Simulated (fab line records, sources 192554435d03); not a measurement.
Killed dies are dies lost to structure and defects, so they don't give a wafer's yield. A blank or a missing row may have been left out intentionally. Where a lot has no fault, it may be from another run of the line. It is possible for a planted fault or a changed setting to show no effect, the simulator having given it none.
Split-lot experiment + flow n5-finfet + route with 1938 steps; 7 lots, 21 wafers read

## THE SPLIT
At N5_BEOL_M0_SAQP_COAT_105 (time 60 s, resist thk 100 nm), the setting spin-rpm was moved away from the recipe's 1500 rpm on 7 of the 21 wafers read, by -8.7% to +6.7%. The other wafers ran this setting at the recipe's value.

Reading taken at the split's own step.

## THE READING
SOC_of_BEOL_M0_SAQP_COAT_105.thk-nm (the simulator's own value, which no gauge read), in nm, at N5_BEOL_M0_SAQP_COAT_105 (time 60 s, resist thk 100 nm). The file gives no usual value for it. The 14 wafers here that ran the recipe average 100.0 nm, standard deviation 0.26 nm.

| wafer  | tool, chamber at the split | spin-rpm as run, rpm | against the recipe | SOC_of_BEOL_M0_SAQP_COAT_105.thk-nm, nm | against lot-mates on the recipe |
|--------|----------------------------|----------------------|--------------------|-----------------------------------------|---------------------------------|
| L075.2 | litho-track-01, 0          | 1500                 | recipe             | 100.6                                   | -                               |
| L075.3 | litho-track-01, 0          | 1457                 | -2.9%              | 101.8                                   | +1.2                            |
| L075.5 | litho-track-01, 0          | 1457                 | -2.9%              | 101.8                                   | +1.2                            |
| L084.3 | litho-track-04, 0          | 1500                 | recipe             | 99.8                                    | -                               |
| L084.5 | litho-track-04, 0          | 1601                 | +6.7%              | 96.6                                    | -3.4                            |
| L084.6 | litho-track-04, 0          | 1500                 | recipe             | 100.2                                   | -                               |
| L085.1 | litho-track-04, 0          | 1567                 | +4.5%              | 98                                      | -2.2                            |
| L085.4 | litho-track-04, 0          | 1500                 | recipe             | 100.2                                   | -                               |
| L085.6 | litho-track-04, 0          | 1500                 | recipe             | 100.2                                   | -                               |
| L090.3 | litho-track-04, 0          | 1500                 | recipe             | 100                                     | -                               |
| L090.4 | litho-track-04, 0          | 1500                 | recipe             | 100                                     | -                               |
| L090.5 | litho-track-04, 0          | 1500                 | recipe             | 100.2                                   | -                               |
| L092.1 | litho-track-02, 0          | 1369                 | -8.7%              | 105                                     | +5.0                            |
| L092.3 | litho-track-02, 0          | 1369                 | -8.7%              | 104.6                                   | +4.6                            |
| L092.4 | litho-track-02, 0          | 1500                 | recipe             | 100                                     | -                               |
| L093.3 | litho-track-04, 0          | 1500                 | recipe             | 99.6                                    | -                               |
| L093.5 | litho-track-04, 0          | 1500                 | recipe             | 99.6                                    | -                               |
| L093.4 | litho-track-04, 0          | 1500                 | recipe             | 99.8                                    | -                               |
| L096.2 | litho-track-02, 0          | 1500                 | recipe             | 100                                     | -                               |
| L096.3 | litho-track-02, 0          | 1500                 | recipe             | 100.2                                   | -                               |
| L096.5 | litho-track-02, 0          | 1413                 | -5.8%              | 103.4                                   | +3.3                            |

THE FIT
A straight line over all 21 wafers: SOC_of_BEOL_M0_SAQP_COAT_105.thk-nm changes by -0.537 nm for each +1% of spin-rpm; r = -0.99; the points scatter about the line by 0.26 nm.
The same after taking each lot's own level away (the mean of its wafers on the recipe; 21 wafers): -0.531 nm for each +1%; r = -1.00; scatter 0.18 nm.
On that fit, the largest move of spin-rpm shifts the reading by 4.6 nm.
The span of the lots' own levels, 99.67 to 100.60 nm, comes to 3.6 times the standard deviation stated above.
Consequently the slope shifts little with the lot-to-lot level, the two slopes agreeing.
Check: +4.51 nm against its lot-mates is what the line predicts for one of the wafers moved furthest among these (-8.7%) when that wafer is left out of the fit. It came out at +5 nm against them.

## OTHER SPLITS APPLIED TO THESE WAFERS
These wafers also went through other splits before the reading. Each is held against what the fit with the lots' levels taken away leaves over:
| other split on the same wafers            | wafers away from the commonest value | r with SOC_of_BEOL_M0_SAQP_COAT_105.thk-nm (lot level and that fit taken away) |
|-------------------------------------------|--------------------------------------|--------------------------------------------------------------------------------|
| N5_SD_EPI_P_COAT_34 spin-rpm              | 5                                    | -0.46                                                                          |
| N5_SD_EPI_P_EPI_21 time-s                 | 2                                    | -0.05                                                                          |
| N5_SD_ACTIVATION_LSA_01 temp-c            | 6                                    | +0.42                                                                          |
| N5_HKMG_FIN_ETCH_55 time-s                | 9                                    | -0.28                                                                          |
| N5_GATE_CUT_ETCH_37 bias-w                | 9                                    | +0.21                                                                          |
| N5_MOL_CONTACT_COAG_ETCHBACK_135 time-s   | 6                                    | -0.33                                                                          |
| N5_MOL_CONTACT_COAG_COAT_62 spin-rpm      | 8                                    | -0.23                                                                          |
| N5_BEOL_M0_SAQP_SPACER1_ALD_98 ald-cycles | 6                                    | -0.23                                                                          |

## FILE'S OWN FIT
SOC_of_BEOL_M0_SAQP_COAT_105.thk-nm changes by -0.53 nm for each +1% of spin-rpm, r = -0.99.
